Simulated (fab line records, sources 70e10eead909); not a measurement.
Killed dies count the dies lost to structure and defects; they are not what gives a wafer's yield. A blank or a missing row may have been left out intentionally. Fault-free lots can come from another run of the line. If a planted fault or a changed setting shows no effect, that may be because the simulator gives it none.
Which tool did it?    flow nand harc    Sampling: 6 lots, 18 wafers, 3 of 1302 route steps

## WHAT THE GAUGES READ, wafer by wafer
NHARC_A_ONON_D2_THK_MEAS_30: measures by ellipsometry.
lot   measured      on             thk nm (nm)
L679  day 13 06:16  film metro-01  1003 1002 1004
L683  day 14 14:47  film metro-02  995 995 993
L690  day 17 22:36  film metro-02  1443 984 1440 1442 983 1441
L697  day 20 02:37  film metro-02  999 997 999
L700  day 21 16:10  film metro-02  981 981 981
L701  day 22 05:40  film metro-02  1007 1004 1006

## EACH LOT AND THE TOOL THAT RAN IT (in order: tool; ch and the chambers of the sampled wafers; start)
lot   NHARC_A_DECK1_JOINT_ETCHBACK_00   NHARC_A_ONON_D2_DEP_28
L679  rie si-06 ch 0,1,2, day 11 18:34  pecvd onon-03 ch 0, day 13 05:49
L683  rie si-01 ch 0,2, day 13 01:24    pecvd onon-01 ch 0, day 14 14:20
L690  rie si-04 ch 0,1,3, day 16 07:43  pecvd onon-01 ch 0, day 17 22:04
L697  rie si-01 ch 0,1,3, day 18 14:28  pecvd onon-03 ch 0, day 20 02:07
L700  rie si-01 ch 0,1,3, day 20 06:17  pecvd onon-03 ch 0, day 21 15:38
L701  rie si-06 ch 1,2,3, day 20 15:19  pecvd onon-03 ch 0, day 22 05:09
- NHARC_A_DECK1_JOINT_ETCHBACK_00: etches the open film in HBr, target depth 30 nm, time 17.4 s.
- NHARC_A_ONON_D2_DEP_28: target thk 1000 nm.

## THE ANSWER, worked out from the rows above alone
Rule: the usual values come from the lots themselves. Put in order of their means at a reading, lots are off if they are a third of the lots or fewer, leave a main group of 4 or more, and stand apart from it by a gap of 3 or more times the standard deviation of the main group's means; of several such gaps the widest counts. Not used: any main group whose means are identical at the precision the tables above print for the reading. Also off: a lot with no number at a reading for which 4 or more lots have one. Where the step has rows for the other lots, those lots are counted as sound.
Off at NHARC_A_ONON_D2_THK_MEAS_30 (thk nm): L690. Mean 996 nm and standard deviation 8.7 in the main group.
A tool fits if, at a process step before that reading, it ran every lot that is off, and no sound lot after the first of them. Gauges at NHARC_A_ONON_D2_THK_MEAS_30: tried the same way as those tools. 2 tools fit, rie si-04 at NHARC_A_DECK1_JOINT_ETCHBACK_00 and pecvd onon-01 at NHARC_A_ONON_D2_DEP_28, so this cannot tell which one it is.

## WHAT HAD BEEN PUT IN BY THE SIMULATOR
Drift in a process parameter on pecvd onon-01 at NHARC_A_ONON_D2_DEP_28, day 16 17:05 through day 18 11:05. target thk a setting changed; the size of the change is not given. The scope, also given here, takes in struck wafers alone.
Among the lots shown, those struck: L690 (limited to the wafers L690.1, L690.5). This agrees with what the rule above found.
